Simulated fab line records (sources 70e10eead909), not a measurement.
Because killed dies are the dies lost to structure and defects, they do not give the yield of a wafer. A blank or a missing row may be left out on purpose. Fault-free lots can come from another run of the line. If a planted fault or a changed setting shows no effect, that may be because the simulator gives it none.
fab line records :: flow nand_harc
record
  lots=5
  wafers=15
  last_day=33
route steps=1302 shown THIN_TSV@1283 END@1302
lots with no fault: from the same line, run without faults
start_h: the number of hours between the record's first day and the start of the first shown wafer of the lot :: wait_h: time in hours since the lot's previous step :: " same as the row above :: L1.1+2: a row that stands for several wafers :: - no value present, or no start provided :: * or withheld: withheld :: < > ~ a bound
route shown NAME@n: a module of which the file shows steps, and the number in the route of the first :: usual: the fault-free wafers' mean and standard deviation :: same: alike in all rows :: chamber/n: place in a boat :: sites: per-site readings :: _std_site: how widely they spread, as a standard deviation :: _edge_site: mean of outer sites minus mean of inner sites :: radius_mm: how far each site lies from the wafer's centre :: mask NAME#n: copy n :: behind: tool/chamber where the wafer was last shaped :: hold: why the lot went on hold/how many hours it stayed there/how the hold came to an end :: device: which transistor (n, p or np) failed to switch :: end of line: the route-end tests of the same wafers :: a step given without rows: its recipe and nothing more :: killed: the dies lost at the first sort to structure and to defects; this is not the yield of the wafer :: map: dies across one wafer; x = killed, . = not, _ = none there
set.NAME: the setting as run; set.NAME@STEP: as run at that earlier step :: model.NAME: the simulator's own value behind a step, which no gauge read
a table for each step, a row for each wafer; lots at some steps of the route
services: a tool's chamber out of use, with start hour (start_h, from the record's first day; less than 0 if before it), hours out, and reason
## steps
# step NHARC_THIN_TSV_DEHYDRATE_25
# recipe
  temp_c=150
  time_s=120
# step NHARC_THIN_TSV_HMDS_26
# recipe
  time_s=30
# step NHARC_THIN_TSV_COAT_27
# recipe
  spin_rpm=*
# step NHARC_THIN_TSV_SOFTBAKE_28
# recipe
  temp_c=122
  time_s=95
# step NHARC_THIN_TSV_EBR_29
# step NHARC_THIN_TSV_EXPOSE_30
# recipe
  na=0.55
  dose_mj=11.47
  mask_id=PAD
# step NHARC_THIN_TSV_PEB_31
# recipe
  peb_temp_c=118
  peb_time_s=85
# step NHARC_THIN_TSV_DEVELOP_32
# recipe
  time_s=70
# step NHARC_THIN_TSV_CD_MEAS_33
# recipe
  target_cd_nm=5000
  landing_energy_ev=500
# usual
  cd_nm=5000.2/2.2
lot.wafer: L995.1
tool: cd_sem-02
chamber: 0
start_h: 585.72
wait_h: -
cd_nm: 5001.6

lot.wafer: L995.4
tool: cd_sem-02
chamber: 0
start_h: 585.72
wait_h: -
cd_nm: 5005.0

lot.wafer: L995.6
tool: cd_sem-02
chamber: 0
start_h: 585.72
wait_h: -
cd_nm: 5002.4

lot.wafer: L997.2
tool: cd_sem-03
chamber: 0
start_h: 623.15
wait_h: -
cd_nm: 4996.5

lot.wafer: L997.3
tool: cd_sem-03
chamber: 0
start_h: 623.15
wait_h: -
cd_nm: 4999.1

lot.wafer: L997.5
tool: cd_sem-03
chamber: 0
start_h: 623.15
wait_h: -
cd_nm: 4996.1

lot.wafer: L106.1
tool: cd_sem-01
chamber: 0
start_h: 721.79
wait_h: -
cd_nm: 4998.0

lot.wafer: L106.3
tool: cd_sem-01
chamber: 0
start_h: 721.79
wait_h: -
cd_nm: 4999.5

lot.wafer: L106.6
tool: cd_sem-01
chamber: 0
start_h: 721.79
wait_h: -
cd_nm: 4999.2

lot.wafer: L111.1
tool: cd_sem-03
chamber: 0
start_h: 744.61
wait_h: -
cd_nm: 4998.0

lot.wafer: L111.5
tool: cd_sem-03
chamber: 0
start_h: 744.61
wait_h: -
cd_nm: 4997.5

lot.wafer: L111.6
tool: cd_sem-03
chamber: 0
start_h: 744.61
wait_h: -
cd_nm: 5000.9

lot.wafer: L113.2
tool: cd_sem-03
chamber: 0
start_h: 787.39
wait_h: -
cd_nm: 5001.3

lot.wafer: L113.3
tool: cd_sem-03
chamber: 0
start_h: 787.39
wait_h: -
cd_nm: 5001.3

lot.wafer: L113.5
tool: cd_sem-03
chamber: 0
start_h: 787.39
wait_h: -
cd_nm: 5003.1
# step NHARC_THIN_TSV_HARDBAKE_34
# recipe
  temp_c=125
  time_s=80
# step NHARC_THIN_TSV_DESCUM_35
# recipe
  time_s=3
  o2_flow_sccm=200
  ar_flow_sccm=0
  bias_power_w=0
  chemistry=O2
# usual
  drypump_motor_current_A=5.9/0.54
  oes_product_au=1.001/0.012
  rf_vpp_V=57.8/0.96
  showerhead_plenum_p_Torr=1.89/0.072
  throttle_valve_pct=11.310/0.0087
lot.wafer: L995.4
tool: rie_diel-09
chamber: 3
start_h: 585.88
wait_h: -
drypump_motor_current_A: 5.5
oes_product_au: 1.005
rf_hours_counter_h: 3.5
rf_vpp_V: 58.1
showerhead_plenum_p_Torr: 1.88
throttle_valve_pct: 11.298

lot.wafer: L995.1
tool: rie_diel-09
chamber: 2
start_h: 585.88
wait_h: -
drypump_motor_current_A: 4.8
oes_product_au: 1.002
rf_hours_counter_h: 3.4
rf_vpp_V: 56.6
showerhead_plenum_p_Torr: 1.92
throttle_valve_pct: 11.309

lot.wafer: L995.6
tool: rie_diel-09
chamber: 0
start_h: 585.88
wait_h: -
drypump_motor_current_A: 6.4
oes_product_au: 1.005
rf_hours_counter_h: -
rf_vpp_V: 56.1
showerhead_plenum_p_Torr: 1.78
throttle_valve_pct: 11.304

lot.wafer: L997.2
tool: rie_diel-04
chamber: 0
start_h: 623.32
wait_h: -
drypump_motor_current_A: 6.0
oes_product_au: 1.007
rf_hours_counter_h: 5.5
rf_vpp_V: 56.7
showerhead_plenum_p_Torr: 1.78
throttle_valve_pct: 11.322

lot.wafer: L997.3
tool: rie_diel-04
chamber: 2
start_h: 623.32
wait_h: -
drypump_motor_current_A: 6.1
oes_product_au: 1.007
rf_hours_counter_h: 5.6
rf_vpp_V: 58.1
showerhead_plenum_p_Torr: 1.88
throttle_valve_pct: 11.303

lot.wafer: L997.5
tool: rie_diel-04
chamber: 0
start_h: 623.32
wait_h: -
drypump_motor_current_A: 6.0
oes_product_au: 1.018
rf_hours_counter_h: -
rf_vpp_V: 57.7
showerhead_plenum_p_Torr: 1.78
throttle_valve_pct: 11.317

lot.wafer: L106.3
tool: rie_diel-09
chamber: 2
start_h: 721.96
wait_h: -
drypump_motor_current_A: 4.8
oes_product_au: 0.994
rf_hours_counter_h: 2.5
rf_vpp_V: 57.6
showerhead_plenum_p_Torr: 1.91
throttle_valve_pct: 11.303

lot.wafer: L106.1
tool: rie_diel-09
chamber: 1
start_h: 721.96
wait_h: -
drypump_motor_current_A: 5.4
oes_product_au: 0.991
rf_hours_counter_h: 2.2
rf_vpp_V: 59.5
showerhead_plenum_p_Torr: 1.93
throttle_valve_pct: 11.322

lot.wafer: L106.6
tool: rie_diel-09
chamber: 3
start_h: 721.96
wait_h: -
drypump_motor_current_A: 5.5
oes_product_au: 0.992
rf_hours_counter_h: -
rf_vpp_V: 57.0
showerhead_plenum_p_Torr: 1.88
throttle_valve_pct: 11.305

lot.wafer: L111.1
tool: rie_diel-04
chamber: 3
start_h: 744.77
wait_h: -
drypump_motor_current_A: 6.5
oes_product_au: 0.987
rf_hours_counter_h: 1.9
rf_vpp_V: 57.1
showerhead_plenum_p_Torr: 1.88
throttle_valve_pct: 11.308

lot.wafer: L111.6
tool: rie_diel-04
chamber: 3
start_h: 744.77
wait_h: -
drypump_motor_current_A: 6.5
oes_product_au: 0.983
rf_hours_counter_h: -
rf_vpp_V: 57.1
showerhead_plenum_p_Torr: 1.88
throttle_valve_pct: 11.306

lot.wafer: L111.5
tool: rie_diel-04
chamber: 0
start_h: 744.77
wait_h: -
drypump_motor_current_A: 6.0
oes_product_au: 0.975
rf_hours_counter_h: -
rf_vpp_V: 58.8
showerhead_plenum_p_Torr: 1.78
throttle_valve_pct: 11.318

lot.wafer: L113.3
tool: rie_diel-02
chamber: 1
start_h: 787.55
wait_h: -
drypump_motor_current_A: 5.7
oes_product_au: 0.990
rf_hours_counter_h: 0.8
rf_vpp_V: 59.2
showerhead_plenum_p_Torr: 2.01
throttle_valve_pct: 11.326

lot.wafer: L113.2
tool: rie_diel-02
chamber: 3
start_h: 787.55
wait_h: -
drypump_motor_current_A: 6.2
oes_product_au: 1.006
rf_hours_counter_h: 0.7
rf_vpp_V: 58.6
showerhead_plenum_p_Torr: 1.95
throttle_valve_pct: 11.292

lot.wafer: L113.5
tool: rie_diel-02
chamber: 2
start_h: 787.55
wait_h: -
drypump_motor_current_A: 5.8
oes_product_au: 0.992
rf_hours_counter_h: -
rf_vpp_V: 57.5
showerhead_plenum_p_Torr: 1.85
throttle_valve_pct: 11.310
# step NHARC_THIN_TSV_ETCH_59
# recipe
  target_depth_a=8800
  icp_w=900
  bias_w=100
  Cl2_flow_sccm=60
  bcl3_flow_sccm=30
  time_s=138.1
  chemistry=Cl2/BCl3
# usual
  drypump_motor_current_A=5.9/0.44
  oes_product_au=1.004/0.014
  rf_fwd_power_W=896.1/2.9
  throttle_valve_pct=22.264/0.0087
lot.wafer: L995.1
tool: rie_metal-03
chamber: 1
start_h: 586.04
wait_h: 0.1
drypump_motor_current_A: 6.1
oes_product_au: 0.987
rf_fwd_power_W: 895.6
rf_hours_counter_h: 1.1
throttle_valve_pct: 22.259

lot.wafer: L995.4
tool: rie_metal-03
chamber: 0
start_h: 586.04
wait_h: 0.1
drypump_motor_current_A: 5.8
oes_product_au: 1.017
rf_fwd_power_W: 896.2
rf_hours_counter_h: -
throttle_valve_pct: 22.275

lot.wafer: L995.6
tool: rie_metal-03
chamber: 0
start_h: 586.04
wait_h: 0.1
drypump_motor_current_A: 5.8
oes_product_au: 1.019
rf_fwd_power_W: 894.9
rf_hours_counter_h: -
throttle_valve_pct: 22.257

lot.wafer: L997.2
tool: rie_metal-03
chamber: 1
start_h: 623.43
wait_h: 0.1
drypump_motor_current_A: 6.1
oes_product_au: 0.991
rf_fwd_power_W: 893.4
rf_hours_counter_h: 1.5
throttle_valve_pct: 22.273

lot.wafer: L997.3
tool: rie_metal-03
chamber: 0
start_h: 623.43
wait_h: 0.1
drypump_motor_current_A: 5.8
oes_product_au: 1.013
rf_fwd_power_W: 892.5
rf_hours_counter_h: -
throttle_valve_pct: 22.270

lot.wafer: L997.5
tool: rie_metal-03
chamber: 1
start_h: 623.43
wait_h: 0.1
drypump_motor_current_A: 6.1
oes_product_au: 0.990
rf_fwd_power_W: 894.3
rf_hours_counter_h: -
throttle_valve_pct: 22.272

lot.wafer: L106.1
tool: rie_metal-02
chamber: 1
start_h: 722.15
wait_h: 0.1
drypump_motor_current_A: 5.6
oes_product_au: 1.001
rf_fwd_power_W: 896.0
rf_hours_counter_h: 1.1
throttle_valve_pct: 22.252

lot.wafer: L106.3
tool: rie_metal-02
chamber: 1
start_h: 722.15
wait_h: 0.1
drypump_motor_current_A: 5.6
oes_product_au: 0.995
rf_fwd_power_W: 893.8
rf_hours_counter_h: -
throttle_valve_pct: 22.266

lot.wafer: L106.6
tool: rie_metal-02
chamber: 1
start_h: 722.15
wait_h: 0.1
drypump_motor_current_A: 5.6
oes_product_au: 0.998
rf_fwd_power_W: 897.7
rf_hours_counter_h: -
throttle_valve_pct: 22.256

lot.wafer: L111.1
tool: rie_metal-03
chamber: 1
start_h: 744.90
wait_h: 0.1
drypump_motor_current_A: 6.1
oes_product_au: 0.999
rf_fwd_power_W: 891.6
rf_hours_counter_h: 0.7
throttle_valve_pct: 22.267

lot.wafer: L111.6
tool: rie_metal-03
chamber: 1
start_h: 744.90
wait_h: 0.1
drypump_motor_current_A: 6.1
oes_product_au: 0.991
rf_fwd_power_W: 891.1
rf_hours_counter_h: -
throttle_valve_pct: 22.273

lot.wafer: L111.5
tool: rie_metal-03
chamber: 0
start_h: 744.90
wait_h: 0.1
drypump_motor_current_A: 5.8
oes_product_au: 1.004
rf_fwd_power_W: 892.9
rf_hours_counter_h: -
throttle_valve_pct: 22.270

lot.wafer: L113.2
tool: rie_metal-02
chamber: 0
start_h: 787.74
wait_h: 0.1
drypump_motor_current_A: 6.3
oes_product_au: 1.017
rf_fwd_power_W: 895.0
rf_hours_counter_h: 2.4
throttle_valve_pct: 22.272

lot.wafer: L113.3
tool: rie_metal-02
chamber: 0
start_h: 787.74
wait_h: 0.1
drypump_motor_current_A: 6.4
oes_product_au: 1.015
rf_fwd_power_W: 897.1
rf_hours_counter_h: -
throttle_valve_pct: 22.262

lot.wafer: L113.5
tool: rie_metal-02
chamber: 1
start_h: 787.74
wait_h: 0.1
drypump_motor_current_A: 5.6
oes_product_au: 0.996
rf_fwd_power_W: 900.8
rf_hours_counter_h: -
throttle_valve_pct: 22.265
# step NHARC_THIN_TSV_ETCH_36
# recipe
  target_depth_a=650
  over_etch_frac=0.3
  time_s=18.571
  ion_energy_ev=150
  chemistry=Cl2/BCl3
# usual
  drypump_motor_current_A=5.9/0.44
  oes_product_au=1.004/0.015
lot.wafer: L995.1
tool: rie_metal-03
chamber: 1
start_h: 586.26
wait_h: 0.2
drypump_motor_current_A: 6.1
oes_product_au: 0.974
rf_hours_counter_h: 1.3

lot.wafer: L995.4
tool: rie_metal-03
chamber: 0
start_h: 586.26
wait_h: 0.2
drypump_motor_current_A: 5.8
oes_product_au: 1.008
rf_hours_counter_h: -

lot.wafer: L995.6
tool: rie_metal-03
chamber: 0
start_h: 586.26
wait_h: 0.2
drypump_motor_current_A: 5.8
oes_product_au: 1.006
rf_hours_counter_h: -

lot.wafer: L997.2
tool: rie_metal-03
chamber: 1
start_h: 623.69
wait_h: 0.2
drypump_motor_current_A: 6.1
oes_product_au: 0.819
rf_hours_counter_h: 1.7

lot.wafer: L997.3
tool: rie_metal-03
chamber: 0
start_h: 623.69
wait_h: 0.2
drypump_motor_current_A: 5.8
oes_product_au: 1.031
rf_hours_counter_h: -

lot.wafer: L997.5
tool: rie_metal-03
chamber: 1
start_h: 623.69
wait_h: 0.2
drypump_motor_current_A: 6.1
oes_product_au: 0.818
rf_hours_counter_h: -

lot.wafer: L106.1
tool: rie_metal-02
chamber: 1
start_h: 722.38
wait_h: 0.2
drypump_motor_current_A: 5.6
oes_product_au: 0.998
rf_hours_counter_h: 1.2

lot.wafer: L106.3
tool: rie_metal-02
chamber: 0
start_h: 722.38
wait_h: 0.2
drypump_motor_current_A: 6.4
oes_product_au: 1.019
rf_hours_counter_h: -

lot.wafer: L106.6
tool: rie_metal-02
chamber: 1
start_h: 722.38
wait_h: 0.2
drypump_motor_current_A: 5.6
oes_product_au: 1.003
rf_hours_counter_h: -

lot.wafer: L111.1
tool: rie_metal-03
chamber: 0
start_h: 745.16
wait_h: 0.2
drypump_motor_current_A: 5.8
oes_product_au: 1.008
rf_hours_counter_h: 0.8

lot.wafer: L111.6
tool: rie_metal-03
chamber: 1
start_h: 745.16
wait_h: 0.2
drypump_motor_current_A: 6.1
oes_product_au: 0.994
rf_hours_counter_h: -

lot.wafer: L111.5
tool: rie_metal-03
chamber: 0
start_h: 745.16
wait_h: 0.2
drypump_motor_current_A: 5.7
oes_product_au: 1.013
rf_hours_counter_h: -

lot.wafer: L113.2
tool: rie_metal-02
chamber: 0
start_h: 787.97
wait_h: 0.2
drypump_motor_current_A: 6.3
oes_product_au: 1.016
rf_hours_counter_h: 2.5

lot.wafer: L113.3
tool: rie_metal-02
chamber: 0
start_h: 787.97
wait_h: 0.2
drypump_motor_current_A: 6.3
oes_product_au: 1.020
rf_hours_counter_h: -

lot.wafer: L113.5
tool: rie_metal-02
chamber: 0
start_h: 787.97
wait_h: 0.2
drypump_motor_current_A: 6.3
oes_product_au: 1.020
rf_hours_counter_h: -
# step NHARC_THIN_TSV_STRIP_56
# recipe
  power_w=1500
  temp_c=250
  chemistry=O2
# usual
  drypump_motor_current_A=5.9/0.68
  heater_power_w=312/21
lot.wafer: L995.1
tool: plasma_asher-01
chamber: 1
start_h: 586.40
wait_h: 0.1
drypump_motor_current_A: 4.9
heater_power_w: 336
rf_hours_counter_h: 11

lot.wafer: L995.4
tool: plasma_asher-01
chamber: 1
start_h: 586.40
wait_h: 0.1
drypump_motor_current_A: 4.9
heater_power_w: 344
rf_hours_counter_h: -

lot.wafer: L995.6
tool: plasma_asher-01
chamber: 0
start_h: 586.40
wait_h: 0.1
drypump_motor_current_A: 6.3
heater_power_w: 299
rf_hours_counter_h: -

lot.wafer: L997.2
tool: plasma_asher-01
chamber: 0
start_h: 623.84
wait_h: 0.1
drypump_motor_current_A: 6.3
heater_power_w: 295
rf_hours_counter_h: 19

lot.wafer: L997.3
tool: plasma_asher-01
chamber: 1
start_h: 623.84
wait_h: 0.1
drypump_motor_current_A: 4.9
heater_power_w: 344
rf_hours_counter_h: -

lot.wafer: L997.5
tool: plasma_asher-01
chamber: 1
start_h: 623.84
wait_h: 0.1
drypump_motor_current_A: 4.9
heater_power_w: 340
rf_hours_counter_h: -

lot.wafer: L106.1
tool: plasma_asher-02
chamber: 0
start_h: 722.52
wait_h: 0.1
drypump_motor_current_A: 6.0
heater_power_w: 313
rf_hours_counter_h: 23

lot.wafer: L106.3
tool: plasma_asher-02
chamber: 1
start_h: 722.52
wait_h: 0.1
drypump_motor_current_A: 6.6
heater_power_w: 277
rf_hours_counter_h: -

lot.wafer: L106.6
tool: plasma_asher-02
chamber: 1
start_h: 722.52
wait_h: 0.1
drypump_motor_current_A: 6.6
heater_power_w: 279
rf_hours_counter_h: -

lot.wafer: L111.1
tool: plasma_asher-01
chamber: 0
start_h: 745.25
wait_h: 0.1
drypump_motor_current_A: 6.3
heater_power_w: 316
rf_hours_counter_h: 8

lot.wafer: L111.5
tool: plasma_asher-01
chamber: 0
start_h: 745.25
wait_h: 0.1
drypump_motor_current_A: 6.3
heater_power_w: 309
rf_hours_counter_h: -

lot.wafer: L111.6
tool: plasma_asher-01
chamber: 1
start_h: 745.25
wait_h: 0.1
drypump_motor_current_A: 4.9
heater_power_w: 327
rf_hours_counter_h: -

lot.wafer: L113.2
tool: plasma_asher-01
chamber: 0
start_h: 788.08
wait_h: 0.1
drypump_motor_current_A: 6.3
heater_power_w: 314
rf_hours_counter_h: 16

lot.wafer: L113.3
tool: plasma_asher-01
chamber: 1
start_h: 788.08
wait_h: 0.1
drypump_motor_current_A: 4.9
heater_power_w: 335
rf_hours_counter_h: -

lot.wafer: L113.5
tool: plasma_asher-01
chamber: 1
start_h: 788.08
wait_h: 0.1
drypump_motor_current_A: 4.9
heater_power_w: 336
rf_hours_counter_h: -
# step NHARC_END_SORT_01
# recipe
  temp_c=25
# usual
  defect_limited_yield=91.0/2.5
  killed_at_array=56/17
  killed_at_other=0.9/1.2
  killed_at_periphery=3.9/2.5
  killed_dies=61/17
  killed_open=3.2/1.8
  killed_short=2.7/1.7
# same
  gross_dies=677
lot.wafer: L995.1
tool: prober-02
chamber: 0
start_h: 593.71
wait_h: 2.5
defect_limited_yield[%]: 87.6
killed_at_array: 78
killed_at_other: 0
killed_at_periphery: 6
killed_dies: 84
killed_open: 5
killed_short: 4

lot.wafer: L995.4
tool: prober-02
chamber: 0
start_h: 596.11
wait_h: 3.4
defect_limited_yield[%]: 89.2
killed_at_array: 70
killed_at_other: 0
killed_at_periphery: 3
killed_dies: 73
killed_open: 4
killed_short: 4

lot.wafer: L995.6
tool: prober-02
chamber: 0
start_h: 597.72
wait_h: 4.0
defect_limited_yield[%]: 88.0
killed_at_array: 76
killed_at_other: 0
killed_at_periphery: 5
killed_dies: 81
killed_open: 5
killed_short: 5

lot.wafer: L997.2
tool: prober-02
chamber: 0
start_h: 632.91
wait_h: 2.8
defect_limited_yield[%]: 93.4
killed_at_array: 41
killed_at_other: 1
killed_at_periphery: 3
killed_dies: 45
killed_open: 1
killed_short: 0

lot.wafer: L997.3
tool: prober-02
chamber: 0
start_h: 633.69
wait_h: 3.1
defect_limited_yield[%]: 94.1
killed_at_array: 37
killed_at_other: 0
killed_at_periphery: 3
killed_dies: 40
killed_open: 1
killed_short: 3

lot.wafer: L997.5
tool: prober-02
chamber: 0
start_h: 635.26
wait_h: 3.6
defect_limited_yield[%]: 91.4
killed_at_array: 53
killed_at_other: 1
killed_at_periphery: 4
killed_dies: 58
killed_open: 2
killed_short: 0

lot.wafer: L106.1
tool: prober-01
chamber: 0
start_h: 731.39
wait_h: 2.5
defect_limited_yield[%]: 88.3
killed_at_array: 71
killed_at_other: 3
killed_at_periphery: 5
killed_dies: 79
killed_open: 8
killed_short: 4

lot.wafer: L106.3
tool: prober-01
chamber: 0
start_h: 732.98
wait_h: 3.1
defect_limited_yield[%]: 89.1
killed_at_array: 69
killed_at_other: 1
killed_at_periphery: 4
killed_dies: 74
killed_open: 3
killed_short: 6

lot.wafer: L106.6
tool: prober-01
chamber: 0
start_h: 735.37
wait_h: 4.0
defect_limited_yield[%]: 91.6
killed_at_array: 56
killed_at_other: 0
killed_at_periphery: 1
killed_dies: 57
killed_open: 6
killed_short: 2
# killed by level:class
L995.1 A_CHANNEL_HOLE_D1:chamber_film_flake=32 A_CHANNEL_HOLE_D2:chamber_film_flake=31 P_ZERO_WELL:chamber_film_flake=4 A_CHANNEL_FILL_D2:geometric_particle:short=2 A_CHANNEL_FILL_D2:chamber_film_flake=2 A_STAIRCASE:chamber_film_flake=2 P_GATE:geometric_particle:open=1 A_DECK1_JOINT:geometric_particle:short=1
L995.4 A_CHANNEL_HOLE_D2:chamber_film_flake=28 A_CHANNEL_HOLE_D1:chamber_film_flake=26 P_BONDPAD:chamber_film_flake=3 A_SLIT:chamber_film_flake=3 A_CHANNEL_FILL_D2:geometric_particle:open=2 A_CONTACT:chamber_film_flake=2 A_CHANNEL_FILL_D1:geometric_particle:short=1 A_CHANNEL_FILL_D1:geometric_particle:open=1
L995.6 A_CHANNEL_HOLE_D1:chamber_film_flake=29 A_CHANNEL_HOLE_D2:chamber_film_flake=25 P_ZERO_WELL:chamber_film_flake=4 A_SLIT:chamber_film_flake=4 A_ONON_D2:geometric_particle:open=3 A_CHANNEL_FILL_D2:chamber_film_flake=3 A_CHANNEL_FILL_D2:geometric_particle:short=2 A_WL_FILL:geometric_particle:short=2
L997.2 A_SLIT:chamber_film_flake=13 A_CHANNEL_HOLE_D2:chamber_film_flake=12 A_CHANNEL_HOLE_D1:chamber_film_flake=4 A_WL_FILL:chamber_film_flake=3 A_CONTACT:chamber_film_flake=3 P_M1:chamber_film_flake=2 A_STAIRCASE:chamber_film_flake=2 A_CONTACT:geometric_particle:open=1
L997.3 A_SLIT:chamber_film_flake=18 A_CONTACT:chamber_film_flake=5 A_STAIRCASE:chamber_film_flake=3 P_ZERO_WELL:chamber_film_flake=2 A_CHANNEL_HOLE_D2:chamber_film_flake=2 A_CHANNEL_FILL_D2:chamber_film_flake=2 A_CHANNEL_FILL_D1:geometric_particle:short=1 A_ONON_D2:geometric_particle:short=1
L997.5 A_SLIT:chamber_film_flake=23 A_CHANNEL_HOLE_D2:chamber_film_flake=16 A_CONTACT:chamber_film_flake=5 A_STAIRCASE:chamber_film_flake=4 P_ZERO_WELL:chamber_film_flake=2 A_ONON_D2:geometric_particle:open=1 A_CHANNEL_FILL_D2:geometric_particle:open=1 P_STI:chamber_film_flake=1
L106.1 A_CHANNEL_HOLE_D1:chamber_film_flake=35 A_CHANNEL_HOLE_D2:chamber_film_flake=14 A_ZERO_WELL:chamber_film_flake=4 A_SLIT:chamber_film_flake=4 A_M0:geometric_particle:open=3 THIN_TSV:chamber_film_flake=3 P_M0:geometric_particle:open=2 P_GATE:chamber_film_flake=2
L106.3 A_CHANNEL_HOLE_D1:chamber_film_flake=37 A_CHANNEL_HOLE_D2:chamber_film_flake=16 A_CONTACT:chamber_film_flake=6 P_CONTACT:chamber_film_flake=2 A_ZERO_WELL:chamber_film_flake=2 P_CONTACT:geometric_particle:open=1 P_CONTACT:geometric_particle:short=1 A_ONON_D1:geometric_particle:short=1
L106.6 A_CHANNEL_HOLE_D1:chamber_film_flake=27 A_CHANNEL_HOLE_D2:chamber_film_flake=11 A_SLIT:chamber_film_flake=5 A_ONON_D2:geometric_particle:open=2 A_M0:geometric_particle:open=2 A_CONTACT:chamber_film_flake=2 A_ONON_D1:geometric_particle:open=1 A_CHANNEL_FILL_D2:geometric_particle:short=1
## services
tool: rie_diel-02
chamber: -
start_h: 562.29
hours: 1.1
kind: repair

tool: rie_diel-04
chamber: 2
start_h: 569.69
hours: 3.6
kind: repair

tool: rie_diel-02
chamber: -
start_h: 570.70
hours: 9.0
kind: pm

tool: plasma_asher-02
chamber: -
start_h: 603.42
hours: 9.0
kind: pm

tool: rie_diel-02
chamber: 0
start_h: 613.02
hours: 13.6
kind: repair

tool: rie_diel-09
chamber: -
start_h: 613.93
hours: 0.1
kind: repair

tool: rie_diel-09
chamber: 2
start_h: 615.66
hours: 3.9
kind: repair

tool: rie_diel-09
chamber: 0
start_h: 621.43
hours: 15.2
kind: repair

tool: rie_metal-02
chamber: -
start_h: 631.00
hours: 9.0
kind: pm

tool: rie_diel-09
chamber: 1
start_h: 648.29
hours: 4.8
kind: repair

tool: rie_diel-02
chamber: 1
start_h: 650.13
hours: 5.1
kind: repair

tool: rie_diel-09
chamber: -
start_h: 674.10
hours: 9.0
kind: pm

tool: rie_diel-04
chamber: 2
start_h: 694.33
hours: 12.6
kind: repair

tool: plasma_asher-01
chamber: -
start_h: 696.00
hours: 9.0
kind: pm

tool: rie_metal-03
chamber: -
start_h: 696.00
hours: 9.0
kind: pm

tool: rie_metal-03
chamber: 0
start_h: 696.00
hours: 9.0
kind: vent_cycle

tool: rie_diel-04
chamber: -
start_h: 708.90
hours: 9.0
kind: pm

tool: rie_diel-09
chamber: 0
start_h: 715.93
hours: 22.1
kind: repair

tool: rie_diel-02
chamber: -
start_h: 747.70
hours: 9.0
kind: pm

tool: rie_diel-04
chamber: 0
start_h: 754.63
hours: 9.0
kind: repair

tool: rie_diel-09
chamber: 1
start_h: 756.22
hours: 18.0
kind: repair

tool: plasma_asher-02
chamber: -
start_h: 780.42
hours: 9.0
kind: pm

tool: rie_metal-03
chamber: -
start_h: 784.34
hours: 1.2
kind: repair

tool: rie_diel-02
chamber: 0
start_h: 787.51
hours: 15.0
kind: repair
## key
first_sign
  step=NHARC_THIN_TSV_ETCH_36
  reading=oes_product_au
  direction=down
  sigmas=12
  usual=1.004
  struck=0.818
effect none on later readings
met_at NHARC_THIN_TSV_ETCH_36
struck_wafers L997.2,L997.5
onset_between 586.26 623.69
fault
  kind=process_parameter_drift
  tool=rie_metal-03
  chamber=-
  onset_h=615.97
  steps=NHARC_THIN_TSV_ETCH_36
  channel=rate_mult
  offset=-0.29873
  shape=step
  end_h=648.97
  scope=struck_wafers_only
